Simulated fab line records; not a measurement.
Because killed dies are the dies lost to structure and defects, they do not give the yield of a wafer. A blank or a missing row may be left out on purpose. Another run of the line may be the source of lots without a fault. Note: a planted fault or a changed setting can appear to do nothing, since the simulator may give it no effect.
fab line records	flow nand-harc
[record] lots = 24	wafers = 72	last-day = 33
route steps=1302 shown A_CONTACT@1048
lots that met no fault: taken from a fault-free run of the same line
start-h: hours from the record's opening day to when the first of the lot's shown wafers began	wait-h: hours elapsed since this lot's preceding step	" as in the row above	L1.1+2: several wafers, shown together as one row	- either no value or no given start	* or withheld: withheld	< > ~ a bound
route shown NAME@n: names a module that has steps shown in the file, with the first one's number in the route	usual: mean and standard deviation over wafers with no fault	same: alike in all rows	chamber/n: place in a boat	sites: readings site by site	_std_site: the values' standard deviation	_edge_site: outer sites' mean less inner sites'	radius-mm: for every site, how far away it sits from the centre of the wafer	mask NAME#n: copy n	behind: tool/chamber where the wafer was last shaped	hold: why the lot was held/for how many hours/how that ended	device: names the non-switching transistor (n, p or np)	end of line: the route-end tests of the same wafers	where a step has no rows: the recipe by itself	killed: the dies lost at the first sort to structure and to defects; this is not the yield of the wafer	map: the dies of a wafer, with x for killed, . for not killed, _ for no die there
set.NAME: setting as actually run; set.NAME@STEP: the setting as run at that earlier step	model.NAME: the simulator's own value behind a step, which no gauge read
the route's steps for a sample of lots (tables are steps, rows are wafers)
services: a tool's chamber out of use, with start hour (start-h, from the record's first day; less than 0 if before it), hours out, and reason
[[steps]]
[step NHARC_A_CONTACT_ETCH_125]
[recipe] source-w = withheld	pressure-mtorr = 20	bias-v = 3000	time-s = 197	target-depth-a = 19180	ar-flow-sccm = withheld	c4f8-flow-sccm = withheld	o2-flow-sccm = withheld	chemistry = C4F8/O2/Ar
lot.wafer	tool	chamber	start-h	wait-h	rf-hours-counter-h
L075.1	har-cap-etch-03	1	501.48	0.2	43
L075.5	"	0	"	"	-
L075.6	"	1	"	"	-
L074.1	har-cap-etch-02	1	504.63	0.2	84
L074.4	"	1	"	"	-
L074.5	"	0	"	"	-
L076.2	har-cap-etch-01	1	518.80	0.2	0
L076.4	"	0	"	"	-
L076.3	"	1	"	"	-
L078.1	har-cap-etch-02	1	543.69	0.2	89
L078.3	"	1	"	"	-
L078.5	"	0	"	"	-
L077.2	har-cap-etch-03	1	545.63	0.2	51
L077.5	"	0	"	"	-
L077.6	"	1	"	"	-
L079.3	har-cap-etch-01	1	557.55	0.2	-
L079.6	"	1	"	"	-
L079.5	"	0	"	"	-
L081.2	har-cap-etch-01	0	572.37	0.2	8
L081.1	"	1	"	"	8
L081.3	"	0	"	"	-
L082.3	har-cap-etch-03	1	587.59	0.2	-
L082.4	"	0	"	"	-
L082.5	"	1	"	"	-
L080.4	har-cap-etch-02	1	590.88	0.2	-
L080.6	"	1	"	"	-
L080.5	"	0	"	"	-
L083.1	har-cap-etch-03	1	595.66	0.2	59
L083.4	"	1	"	"	-
L083.6	"	0	"	"	-
L084.2	har-cap-etch-02	1	601.60	0.2	102
L084.3	"	0	"	"	-
L084.6	"	1	"	"	-
L087.2	har-cap-etch-01	1	615.01	0.2	17
L087.4	"	1	"	"	-
L087.5	"	0	"	"	-
L086.1	har-cap-etch-03	1	618.28	0.2	65
L086.4	"	0	"	"	-
L086.6	"	1	"	"	-
L085.2	har-cap-etch-02	0	625.50	0.2	108
L085.4	"	1	"	"	-
L085.3	"	0	"	"	-
L090.1	har-cap-etch-03	1	658.34	0.2	70
L090.3	"	1	"	"	-
L090.6	"	1	"	"	-
L089.3	har-cap-etch-01	1	659.19	0.2	-
L089.4	"	0	"	"	-
L089.5	"	0	"	"	-
L091.1	har-cap-etch-01	1	666.55	0.2	24
L091.3	"	1	"	"	-
L091.4	"	0	"	"	-
L088.2	har-cap-etch-03	1	671.14	0.2	73
L088.3	"	1	"	"	-
L088.5	"	1	"	"	-
L094.1	har-cap-etch-01	1	691.26	0.2	29
L094.4	"	1	"	"	-
L094.5	"	0	"	"	-
L092.1	har-cap-etch-02	0	691.99	0.2	120
L092.2	"	1	"	"	120
L092.5	"	0	"	"	-
L093.3	har-cap-etch-02	0	715.59	0.2	-
L093.5	"	0	"	"	-
L093.6	"	1	"	"	-
L096.1	har-cap-etch-03	0	719.88	0.2	81
L096.5	"	0	"	"	-
L096.6	"	1	"	"	-
L095.2	har-cap-etch-02	0	725.70	0.2	125
L095.6	"	1	"	"	-
L095.5	"	0	"	"	-
L097.1	har-cap-etch-02	1	732.21	0.2	127
L097.4	"	0	"	"	-
L097.5	"	1	"	"	-
[step NHARC_A_CONTACT_CD_MEAS_80]
[usual] cd-nm = 289.4/0.69
lot.wafer	tool	chamber	start-h	wait-h	cd-nm
L075.1	cd-sem-01	-	503.87	-	288.9
L075.5	"	-	"	"	288.6
L075.6	"	-	"	"	289.0
L074.1	cd-sem-03	-	507.06	-	289.2
L074.4	"	-	"	"	288.9
L074.5	"	-	"	"	290.2
L076.2	cd-sem-02	-	521.20	-	290.0
L076.3	"	-	"	"	289.4
L076.4	"	-	"	"	290.1
L078.1	cd-sem-01	-	546.21	-	290.1
L078.3	"	-	"	"	290.8
L078.5	"	-	"	"	290.8
L077.2	cd-sem-01	-	548.06	-	289.2
L077.5	"	-	"	"	289.1
L077.6	"	-	"	"	289.1
L079.3	cd-sem-01	-	559.91	-	288.3
L079.5	"	-	"	"	288.7
L079.6	"	-	"	"	288.3
L081.1	cd-sem-03	-	575.40	-	290.2
L081.2	"	-	"	"	290.0
L081.3	"	-	"	"	289.6
L082.3	cd-sem-03	-	590.56	-	289.6
L082.4	"	-	"	"	289.3
L082.5	"	-	"	"	289.6
L080.4	cd-sem-02	-	593.25	-	290.0
L080.5	"	-	"	"	289.8
L080.6	"	-	"	"	289.5
L083.1	cd-sem-02	-	598.65	-	288.9
L083.4	"	-	"	"	289.4
L083.6	"	-	"	"	289.7
L084.2	cd-sem-03	-	604.04	-	288.8
L084.3	"	-	"	"	287.6
L084.6	"	-	"	"	288.2
L087.2	cd-sem-02	-	618.05	-	290.4
L087.4	"	-	"	"	290.4
L087.5	"	-	"	"	290.3
L086.1	cd-sem-02	-	620.70	-	290.5
L086.4	"	-	"	"	289.7
L086.6	"	-	"	"	289.9
L085.2	cd-sem-01	-	627.90	-	289.8
L085.3	"	-	"	"	290.0
L085.4	"	-	"	"	289.1
L090.1	cd-sem-02	-	660.75	-	289.6
L090.3	"	-	"	"	289.7
L090.6	"	-	"	"	289.7
L089.3	cd-sem-02	-	662.14	-	289.0
L089.4	"	-	"	"	288.6
L089.5	"	-	"	"	289.2
L091.1	cd-sem-02	-	669.59	-	290.0
L091.3	"	-	"	"	290.0
L091.4	"	-	"	"	289.1
L088.2	cd-sem-02	-	673.54	-	288.9
L088.3	"	-	"	"	289.4
L088.5	"	-	"	"	288.9
L094.1	cd-sem-01	-	693.68	-	290.2
L094.4	"	-	"	"	290.1
L094.5	"	-	"	"	290.2
L092.1	cd-sem-02	-	694.40	-	289.4
L092.2	"	-	"	"	289.3
L092.5	"	-	"	"	288.3
L093.3	cd-sem-01	-	717.98	-	289.2
L093.5	"	-	"	"	288.9
L093.6	"	-	"	"	288.9
L096.1	cd-sem-03	-	722.32	-	288.8
L096.5	"	-	"	"	288.4
L096.6	"	-	"	"	289.0
L095.2	cd-sem-02	-	728.23	-	288.9
L095.5	"	-	"	"	289.1
L095.6	"	-	"	"	289.3
L097.1	cd-sem-02	-	734.67	-	290.7
L097.4	"	-	"	"	290.8
L097.5	"	-	"	"	290.3
[step NHARC_A_CONTACT_ETCH_31]
[recipe] target-depth-a = 28000	over-etch-frac = 0.3	time-s = 728	ion-energy-ev = 150	o2-flow-sccm = 400	cos-flow-sccm = 20	ar-flow-sccm = 0	rf-w = 500	bias-w = 300	chemistry = O2/COS
[usual] drypump-motor-current-A = 5.7/0.57	oes-product-au = 1.007/0.011	rf-fwd-power-W = 499.5/1.6	rf-vpp-V = 313.5/2.5	showerhead-plenum-p-Torr = 3.08/0.16	throttle-valve-pct = 28.329/0.0098
lot.wafer	tool	chamber	start-h	wait-h	drypump-motor-current-A	oes-product-au	rf-fwd-power-W	rf-hours-counter-h	rf-vpp-V	showerhead-plenum-p-Torr	throttle-valve-pct
L075.1	rie-diel-05	3	-	-	5.8	0.997	499.3	29	310.5	2.93	28.333
L075.5	"	3	"	"	5.8	0.994	500.4	-	312.7	2.93	28.315
L075.6	"	0	"	"	6.7	0.997	499.5	-	309.6	2.93	28.320
L074.1	rie-diel-01	1	-	-	4.9	1.003	499.7	21	317.4	3.36	28.341
L074.4	"	3	"	"	6.3	0.999	500.1	20	313.3	2.99	28.321
L074.5	"	2	"	"	5.0	1.012	500.4	-	315.4	3.14	28.331
L076.4	rie-diel-01	1	-	-	5.0	1.001	499.1	23	317.1	3.36	28.319
L076.3	"	3	"	"	6.3	1.009	504.2	22	310.7	2.98	28.325
L076.2	"	0	"	"	6.0	1.008	498.5	21	310.8	2.96	28.331
L078.1	rie-diel-01	1	-	-	4.9	1.001	501.4	28	318.7	3.36	28.338
L078.3	"	3	"	"	6.3	1.007	497.9	27	310.9	2.98	28.345
L078.5	"	3	"	"	6.3	1.003	496.8	-	311.9	2.98	28.337
L077.2	rie-diel-05	0	-	-	6.7	1.007	497.2	43	312.1	2.92	28.330
L077.6	"	0	"	"	6.7	1.007	498.3	-	309.8	2.92	28.331
L077.5	"	1	"	"	5.3	0.987	498.9	-	312.5	2.97	28.338
L079.3	rie-diel-01	3	-	-	6.3	1.003	498.8	0	312.9	2.98	28.318
L079.5	"	0	"	"	6.0	1.019	498.7	-	311.4	2.96	28.329
L079.6	"	3	"	"	6.3	1.003	498.9	-	314.2	2.98	28.343
L081.2	rie-diel-01	1	-	-	5.0	1.003	498.4	4	318.4	3.36	28.321
L081.3	"	2	"	"	5.0	1.006	499.8	3	313.6	3.14	28.335
L081.1	"	3	"	"	6.3	1.012	498.6	3	312.1	2.98	28.337
L082.3	rie-diel-11	1	-	-	5.8	0.981	498.7	51	313.1	3.00	28.343
L082.4	"	3	"	"	5.4	0.999	497.9	55	315.9	3.31	28.331
L082.5	"	2	"	"	5.5	1.018	495.8	-	310.1	2.90	28.315
L080.4	rie-diel-01	1	-	-	5.0	1.019	496.6	8	316.3	3.35	28.315
L080.6	"	2	"	"	4.9	1.011	500.7	-	313.8	3.14	28.341
L080.5	"	3	"	"	6.3	1.020	501.0	-	311.3	2.98	28.318
L083.1	rie-diel-11	1	-	-	5.8	0.976	497.6	55	312.7	3.00	28.345
L083.4	"	0	"	"	6.3	0.979	497.9	58	314.7	3.04	28.330
L083.6	"	2	"	"	5.5	1.000	499.3	-	311.7	2.90	28.318
L084.2	rie-diel-11	2	-	-	5.5	1.006	501.7	55	309.8	2.90	28.334
L084.3	"	3	"	"	5.4	1.002	500.7	60	316.6	3.31	28.334
L084.6	"	1	"	"	5.8	0.980	501.1	-	311.0	3.00	28.313
L087.4	rie-diel-01	1	-	-	5.0	0.999	504.8	12	317.0	3.35	28.339
L087.2	"	3	"	"	6.3	1.019	499.4	13	311.6	2.98	28.327
L087.5	"	1	"	"	4.9	1.009	500.2	-	317.4	3.35	28.321
L086.1	rie-diel-05	3	-	-	5.8	1.005	500.8	13	312.1	2.92	28.327
L086.6	"	1	"	"	5.3	1.006	499.6	-	312.8	2.96	28.349
L086.4	"	3	"	"	5.8	1.006	500.2	-	312.9	2.92	28.320
L085.4	rie-diel-01	0	-	-	6.1	1.022	500.2	14	309.9	2.95	28.329
L085.2	"	1	"	"	5.0	1.013	499.8	13	317.5	3.35	28.340
L085.3	"	2	"	"	4.9	1.003	497.8	13	312.1	3.13	28.339
L090.1	rie-diel-05	3	-	-	5.8	1.004	500.7	26	311.0	2.91	28.321
L090.3	"	0	"	"	6.7	0.992	497.0	17	310.6	2.91	28.344
L090.6	"	0	"	"	6.7	0.997	501.1	-	310.4	2.91	28.315
L089.4	rie-diel-11	3	-	-	5.4	1.017	497.3	17	315.1	3.30	28.328
L089.3	"	0	"	"	6.2	1.004	496.0	16	312.2	3.04	28.330
L089.5	"	3	"	"	5.4	1.015	497.9	-	317.3	3.30	28.335
L091.4	rie-diel-01	2	-	-	4.9	1.020	498.6	19	314.7	3.13	28.315
L091.1	"	0	"	"	6.0	1.006	498.0	20	311.8	2.95	28.348
L091.3	"	1	"	"	5.0	1.023	501.4	19	316.6	3.35	28.334
L088.2	rie-diel-01	3	-	-	6.3	1.023	498.2	22	312.4	2.97	28.328
L088.3	"	0	"	"	6.0	1.016	499.9	22	313.2	2.95	28.315
L088.5	"	2	"	"	4.9	1.015	500.7	-	314.4	3.13	28.317
L094.1	rie-diel-01	0	-	-	6.0	1.012	498.6	24	311.3	2.95	28.325
L094.4	"	1	"	"	5.0	1.022	501.4	23	317.8	3.35	28.351
L094.5	"	1	"	"	5.0	1.016	501.5	-	316.8	3.35	28.336
L092.2	rie-diel-01	0	-	-	6.0	1.006	498.6	24	311.3	2.95	28.335
L092.1	"	1	"	"	5.0	1.006	499.6	23	317.8	3.34	28.351
L092.5	"	1	"	"	5.0	1.020	499.6	-	317.1	3.34	28.332
L093.3	rie-diel-01	1	-	-	5.0	1.011	498.8	29	318.1	3.34	28.329
L093.6	"	0	"	"	6.0	1.012	498.5	-	311.3	2.95	28.312
L093.5	"	1	"	"	5.0	1.006	499.2	-	316.9	3.34	28.336
L096.1	rie-diel-01	0	-	-	6.0	1.001	497.5	31	312.4	2.95	28.328
L096.5	"	0	"	"	6.0	1.009	496.6	-	311.2	2.95	28.336
L096.6	"	1	"	"	5.0	1.008	497.9	-	317.1	3.34	28.323
L095.2	rie-diel-01	1	-	-	5.0	1.023	501.1	31	316.3	3.34	28.318
L095.5	"	1	"	"	4.9	1.013	501.0	-	317.5	3.34	28.331
L095.6	"	0	"	"	6.0	1.009	503.4	-	311.0	2.94	28.318
L097.1	rie-diel-11	0	-	-	6.3	0.993	496.5	39	313.2	3.03	28.337
L097.4	"	3	"	"	5.4	1.021	500.0	40	315.8	3.29	28.334
L097.5	"	1	"	"	5.8	0.997	499.6	-	312.7	2.98	28.343
[step NHARC_A_CONTACT_CD_MEAS_15]
[usual] cd-nm = 189.7/0.62
lot.wafer	tool	chamber	start-h	wait-h	cd-nm
L075.1	cd-sem-03	-	512.34	-	189.6
L075.5	"	-	"	"	189.9
L075.6	"	-	"	"	190.3
L074.1	cd-sem-03	-	514.05	-	188.8
L074.4	"	-	"	"	189.7
L074.5	"	-	"	"	189.1
L076.2	cd-sem-02	-	528.00	-	190.8
L076.3	"	-	"	"	190.1
L076.4	"	-	"	"	190.4
L078.1	cd-sem-02	-	553.50	-	189.3
L078.3	"	-	"	"	188.7
L078.5	"	-	"	"	188.8
L077.2	cd-sem-03	-	555.06	-	188.5
L077.5	"	-	"	"	188.8
L077.6	"	-	"	"	189.5
L079.3	cd-sem-03	-	570.36	-	188.8
L079.5	"	-	"	"	190.0
L079.6	"	-	"	"	188.7
L081.1	cd-sem-02	-	586.48	-	189.1
L081.2	"	-	"	"	189.1
L081.3	"	-	"	"	189.4
L082.3	cd-sem-01	-	597.70	-	191.4
L082.4	"	-	"	"	190.3
L082.5	"	-	"	"	190.8
L080.4	cd-sem-01	-	601.23	-	190.1
L080.5	"	-	"	"	189.7
L080.6	"	-	"	"	189.7
L083.1	cd-sem-01	-	606.44	-	190.5
L083.4	"	-	"	"	189.8
L083.6	"	-	"	"	190.2
L084.2	cd-sem-02	-	613.66	-	189.3
L084.3	"	-	"	"	190.5
L084.6	"	-	"	"	189.6
L086.1	cd-sem-03	-	628.82	-	190.6
L086.4	"	-	"	"	189.8
L086.6	"	-	"	"	189.2
L087.2	cd-sem-01	-	628.82	-	189.6
L087.4	"	-	"	"	189.6
L087.5	"	-	"	"	189.0
L085.2	cd-sem-01	-	634.71	-	190.1
L085.3	"	-	"	"	189.9
L085.4	"	-	"	"	189.4
L090.1	cd-sem-02	-	667.57	-	190.5
L090.3	"	-	"	"	190.1
L090.6	"	-	"	"	190.6
L089.3	cd-sem-02	-	668.99	-	189.9
L089.4	"	-	"	"	189.8
L089.5	"	-	"	"	189.7
L091.1	cd-sem-02	-	678.71	-	189.2
L091.3	"	-	"	"	189.5
L091.4	"	-	"	"	189.7
L088.2	cd-sem-02	-	684.50	-	190.7
L088.3	"	-	"	"	190.2
L088.5	"	-	"	"	191.1
L094.1	cd-sem-03	-	700.34	-	190.3
L094.4	"	-	"	"	190.1
L094.5	"	-	"	"	189.5
L092.1	cd-sem-01	-	702.18	-	189.0
L092.2	"	-	"	"	189.8
L092.5	"	-	"	"	190.4
L093.3	cd-sem-02	-	728.84	-	189.9
L093.5	"	-	"	"	189.8
L093.6	"	-	"	"	189.8
L096.1	cd-sem-03	-	730.72	-	190.1
L096.5	"	-	"	"	189.7
L096.6	"	-	"	"	190.1
L095.2	cd-sem-01	-	735.99	-	189.0
L095.5	"	-	"	"	189.4
L095.6	"	-	"	"	189.0
L097.1	cd-sem-01	-	746.15	-	190.2
L097.4	"	-	"	"	189.8
L097.5	"	-	"	"	189.4
[step NHARC_A_CONTACT_ETCH_110]
[recipe] target-depth-a = 600	overetch-a = 60	time-s = 33	ion-energy-ev = 100	cf4-flow-sccm = 80	o2-flow-sccm = 20	ar-flow-sccm = 0	rf-w = 300	bias-w = 100	chemistry = CF4/O2
[usual] drypump-motor-current-A = 5.7/0.5	oes-product-au = 1.003/0.01	rf-fwd-power-W = 295.0/1.6	rf-vpp-V = 197.4/1.7	showerhead-plenum-p-Torr = 1.31/0.071	throttle-valve-pct = 13.396/0.0096
lot.wafer	tool	chamber	start-h	wait-h	drypump-motor-current-A	oes-product-au	rf-fwd-power-W	rf-hours-counter-h	rf-vpp-V	showerhead-plenum-p-Torr	throttle-valve-pct
L075.1	rie-diel-05	3	512.63	0.1	5.8	0.996	296.2	31	195.4	1.25	13.382
L075.5	"	3	"	"	5.8	0.989	295.9	-	197.2	1.25	13.408
L075.6	"	0	"	"	6.7	1.011	294.5	-	196.2	1.25	13.400
L074.1	rie-diel-11	0	514.34	0.1	6.2	0.985	294.0	23	196.9	1.31	13.393
L074.4	"	3	"	"	5.4	1.000	294.4	24	199.2	1.43	13.383
L074.5	"	1	"	"	5.8	0.992	294.6	-	198.4	1.29	13.390
L076.4	rie-diel-01	0	528.29	0.0	6.0	0.997	296.6	21	194.8	1.26	13.393
L076.2	"	2	"	"	5.0	1.015	297.2	24	196.9	1.34	13.396
L076.3	"	3	"	"	6.3	1.007	295.3	22	196.2	1.27	13.388
L078.3	rie-diel-01	3	553.82	0.1	6.3	1.007	294.8	27	196.6	1.27	13.401
L078.1	"	0	"	"	6.0	1.006	294.5	27	196.3	1.26	13.380
L078.5	"	1	"	"	4.9	0.993	297.7	-	200.9	1.44	13.408
L077.2	rie-diel-05	1	555.36	0.1	5.3	1.000	295.2	45	196.5	1.27	13.384
L077.6	"	2	"	"	6.2	1.020	295.5	-	198.2	1.35	13.408
L077.5	"	3	"	"	5.8	0.991	296.9	-	196.2	1.25	13.400
L079.3	rie-diel-05	3	570.66	0.1	5.8	1.000	295.9	49	194.9	1.25	13.390
L079.5	"	0	"	"	6.7	0.999	296.3	-	197.0	1.25	13.412
L079.6	"	1	"	"	5.3	0.988	294.8	-	195.0	1.27	13.400
L081.3	rie-diel-11	3	593.04	0.1	5.4	1.006	293.6	55	199.6	1.42	13.415
L081.1	"	0	"	"	6.3	0.985	294.5	55	196.3	1.30	13.376
L081.2	"	1	"	"	5.8	0.982	294.8	51	195.2	1.28	13.391
L082.4	rie-diel-11	3	597.99	0.1	5.4	0.997	292.5	56	200.0	1.42	13.396
L082.3	"	1	"	"	5.8	0.976	294.9	52	197.6	1.28	13.388
L082.5	"	2	"	"	5.5	0.999	292.9	-	196.2	1.24	13.409
L080.4	rie-diel-01	2	601.52	0.1	5.0	1.011	295.6	9	198.5	1.34	13.409
L080.5	"	3	"	"	6.3	1.009	296.4	-	197.6	1.27	13.403
L080.6	"	0	"	"	6.0	1.013	295.1	-	196.7	1.26	13.399
L083.1	rie-diel-11	1	606.73	0.0	5.8	0.976	296.1	55	197.5	1.28	13.398
L083.4	"	2	"	"	5.5	1.009	293.6	55	196.6	1.24	13.402
L083.6	"	1	"	"	5.8	0.979	295.9	-	197.0	1.28	13.407
L084.3	rie-diel-01	0	613.95	0.1	6.0	1.013	294.9	10	195.2	1.26	13.404
L084.2	"	1	"	"	4.9	1.017	295.6	10	200.7	1.44	13.376
L084.6	"	3	"	"	6.3	1.001	294.3	-	196.6	1.27	13.399
L087.2	rie-diel-11	2	629.11	0.1	5.5	1.001	291.3	3	200.5	1.45	13.379
L087.4	"	3	"	"	5.3	0.997	292.2	2	200.4	1.42	13.398
L087.5	"	1	"	"	5.8	0.989	297.6	-	196.7	1.28	13.396
L086.1	rie-diel-01	2	629.12	0.1	4.9	1.012	296.3	12	197.6	1.34	13.388
L086.4	"	3	"	"	6.3	1.012	294.8	13	196.5	1.27	13.401
L086.6	"	2	"	"	4.9	1.006	298.0	-	197.7	1.34	13.407
L085.2	rie-diel-05	2	635.15	0.1	6.2	1.003	295.6	16	198.4	1.34	13.380
L085.3	"	3	"	"	5.8	0.992	296.3	15	194.7	1.24	13.375
L085.4	"	1	"	"	5.3	0.987	294.0	-	196.5	1.26	13.406
L090.1	rie-diel-11	0	667.86	0.1	6.2	1.002	293.3	16	196.8	1.30	13.397
L090.3	"	1	"	"	5.8	0.989	293.9	17	197.8	1.28	13.390
L090.6	"	0	"	"	6.3	0.995	293.7	-	197.0	1.30	13.406
L089.4	rie-diel-11	1	669.27	0.0	5.8	0.998	295.4	17	198.5	1.28	13.396
L089.3	"	2	"	"	5.5	1.009	292.4	13	199.6	1.44	13.396
L089.5	"	2	"	"	5.5	1.002	290.5	-	198.7	1.44	13.401
L091.3	rie-diel-05	3	679.01	0.1	5.8	1.004	296.4	28	195.3	1.24	13.393
L091.4	"	0	"	"	6.7	0.993	296.9	20	196.8	1.24	13.392
L091.1	"	1	"	"	5.3	1.003	295.5	25	196.8	1.26	13.408
L088.2	rie-diel-05	2	684.91	0.1	6.2	1.002	295.4	30	198.6	1.34	13.388
L088.3	"	0	"	"	6.7	0.994	295.5	21	196.3	1.24	13.404
L088.5	"	2	"	"	6.2	1.005	296.4	-	197.4	1.34	13.380
L094.1	rie-diel-01	1	700.64	0.1	4.9	1.023	295.1	24	199.7	1.43	13.398
L094.4	"	2	"	"	5.0	1.001	296.5	23	198.0	1.34	13.401
L094.5	"	0	"	"	6.0	1.012	296.5	-	196.9	1.26	13.392
L092.2	rie-diel-01	0	702.48	0.1	6.0	1.003	295.0	25	197.9	1.26	13.412
L092.1	"	2	"	"	4.9	1.011	295.4	23	198.4	1.34	13.390
L092.5	"	0	"	"	6.0	1.000	295.4	-	196.0	1.26	13.387
L093.3	rie-diel-11	0	729.14	0.1	6.3	0.992	293.0	36	197.2	1.29	13.405
L093.6	"	1	"	"	5.8	0.984	295.5	-	195.7	1.27	13.393
L093.5	"	2	"	"	5.5	1.008	293.1	-	200.3	1.44	13.389
L096.1	rie-diel-05	0	731.03	0.1	6.7	0.994	298.1	38	196.4	1.24	13.425
L096.6	"	1	"	"	5.3	1.002	295.6	-	197.3	1.26	13.392
L096.5	"	2	"	"	6.3	1.023	295.4	-	198.1	1.34	13.392
L095.2	rie-diel-11	0	736.31	0.1	6.3	0.997	293.2	37	194.9	1.29	13.377
L095.6	"	1	"	"	5.8	0.994	295.5	-	195.9	1.27	13.402
L095.5	"	2	"	"	5.5	1.006	291.3	-	200.4	1.44	13.387
L097.1	rie-diel-01	2	746.44	0.1	5.0	1.006	294.7	0	197.7	1.34	13.399
L097.4	"	0	"	"	6.0	0.995	295.8	0	195.9	1.26	13.395
L097.5	"	2	"	"	5.0	1.016	294.2	-	196.3	1.34	13.391
[step NHARC_A_CONTACT_ALD_18]
[recipe] target-thk-a = 30	pulse-time-s = 1	ald-cycles = 150	temp-c = 450	material = TiN
[usual] heater-power-w = 1079/81	precursor-pulse-height-rel = 1.000/0.021
lot.wafer	tool	chamber	start-h	wait-h	heater-power-w	precursor-pulse-height-rel
L075.1	ald-metal-01	0	513.33	-	911	0.996
L075.6	"	2	"	"	1075	0.983
L075.5	"	3	"	"	1154	0.997
L074.4	ald-metal-02	3	515.00	-	1202	1.014
L074.1	"	0	"	"	909	0.979
L074.5	"	0	"	"	930	0.990
L076.2	ald-metal-02	1	528.95	-	1064	0.986
L076.3	"	2	"	"	1116	0.966
L076.4	"	3	"	"	1171	0.966
L078.1	ald-metal-02	2	554.54	-	1150	1.006
L078.3	"	3	"	"	1184	1.011
L078.5	"	2	"	"	1130	0.987
L077.2	ald-metal-01	2	556.04	-	1082	1.016
L077.6	"	0	"	"	907	0.980
L077.5	"	1	"	"	1072	0.987
L079.3	ald-metal-04	3	571.36	-	1068	0.990
L079.6	"	0	"	"	1015	1.016
L079.5	"	1	"	"	1098	1.006
L081.2	ald-metal-01	1	593.72	-	1059	1.006
L081.3	"	3	"	"	1173	1.003
L081.1	"	0	"	"	890	0.961
L082.3	ald-metal-02	2	598.64	-	1117	0.986
L082.4	"	0	"	"	935	0.997
L082.5	"	2	"	"	1148	1.010
L080.4	ald-metal-04	1	602.20	-	1113	0.987
L080.5	"	3	"	"	1063	1.017
L080.6	"	0	"	"	1038	1.032
L083.4	ald-metal-04	2	607.37	-	1215	0.963
L083.1	"	3	"	"	1059	0.975
L083.6	"	2	"	"	1236	0.997
L084.3	ald-metal-01	3	614.63	-	1168	1.008
L084.2	"	0	"	"	908	1.007
L084.6	"	1	"	"	1072	1.013
L087.2	ald-metal-04	1	629.75	-	1100	0.973
L087.4	"	2	"	"	1224	0.990
L087.5	"	1	"	"	1134	1.010
L086.4	ald-metal-01	3	629.76	-	1200	0.987
L086.1	"	2	"	"	1056	1.004
L086.6	"	0	"	"	923	1.000
L085.2	ald-metal-01	2	635.86	-	1078	0.993
L085.4	"	3	"	"	1189	0.963
L085.3	"	0	"	"	912	1.031
L090.1	ald-metal-02	2	668.51	-	1166	0.989
L090.3	"	0	"	"	957	0.997
L090.6	"	2	"	"	1115	1.036
L089.4	ald-metal-04	3	669.94	-	1135	0.988
L089.3	"	1	"	"	1096	1.037
L089.5	"	2	"	"	1108	0.996
L091.1	ald-metal-04	1	679.65	-	1075	1.004
L091.4	"	2	"	"	1095	0.990
L091.3	"	0	"	"	1015	0.998
L088.3	ald-metal-04	1	685.64	-	1052	1.004
L088.2	"	3	"	"	1128	0.997
L088.5	"	0	"	"	1050	1.011
L094.1	ald-metal-04	0	701.32	-	1013	0.979
L094.4	"	1	"	"	1072	1.007
L094.5	"	2	"	"	1128	0.964
L092.2	ald-metal-02	1	703.17	-	1092	1.022
L092.1	"	3	"	"	1157	0.951
L092.5	"	1	"	"	1079	1.017
L093.3	ald-metal-04	0	729.78	-	1028	0.975
L093.6	"	0	"	"	1012	1.002
L093.5	"	1	"	"	1081	1.016
L096.1	ald-metal-01	3	731.68	-	1100	1.008
L096.6	"	2	"	"	1018	0.990
L096.5	"	3	"	"	1123	1.000
L095.2	ald-metal-04	0	736.94	-	1014	1.004
L095.5	"	0	"	"	1010	1.034
L095.6	"	1	"	"	1063	0.973
L097.1	ald-metal-02	0	747.11	-	938	1.002
L097.4	"	2	"	"	1133	1.012
L097.5	"	0	"	"	932	0.995
[[services]]
tool	chamber	start-h	hours	kind
rie-diel-01	0	487.89	-	clean
rie-diel-01	1	487.89	-	clean
rie-diel-01	2	487.89	-	clean
rie-diel-01	3	487.89	-	clean
har-cap-etch-01	-	497.60	17.0	pm
rie-diel-01	0	512.39	-	clean
ald-metal-01	-	514.46	0.9	repair
ald-metal-01	-	526.00	10.0	pm
har-cap-etch-02	-	533.86	0.5	repair
rie-diel-01	-	557.82	9.0	pm
har-cap-etch-02	-	564.73	1.6	repair
rie-diel-11	2	580.32	2.7	repair
ald-metal-01	-	582.02	0.7	repair
rie-diel-05	-	583.66	9.0	pm
ald-metal-02	-	610.00	10.0	pm
rie-diel-11	-	610.70	9.0	pm
rie-diel-05	0	624.22	17.4	repair
ald-metal-02	2	635.16	7.3	repair
rie-diel-11	2	643.46	6.4	repair
ald-metal-01	-	644.70	0.2	repair
ald-metal-04	-	652.14	10.0	pm
ald-metal-01	-	704.00	10.0	pm
rie-diel-01	-	734.82	9.0	pm
ald-metal-01	3	736.56	1.8	repair
[[key]]
fault none
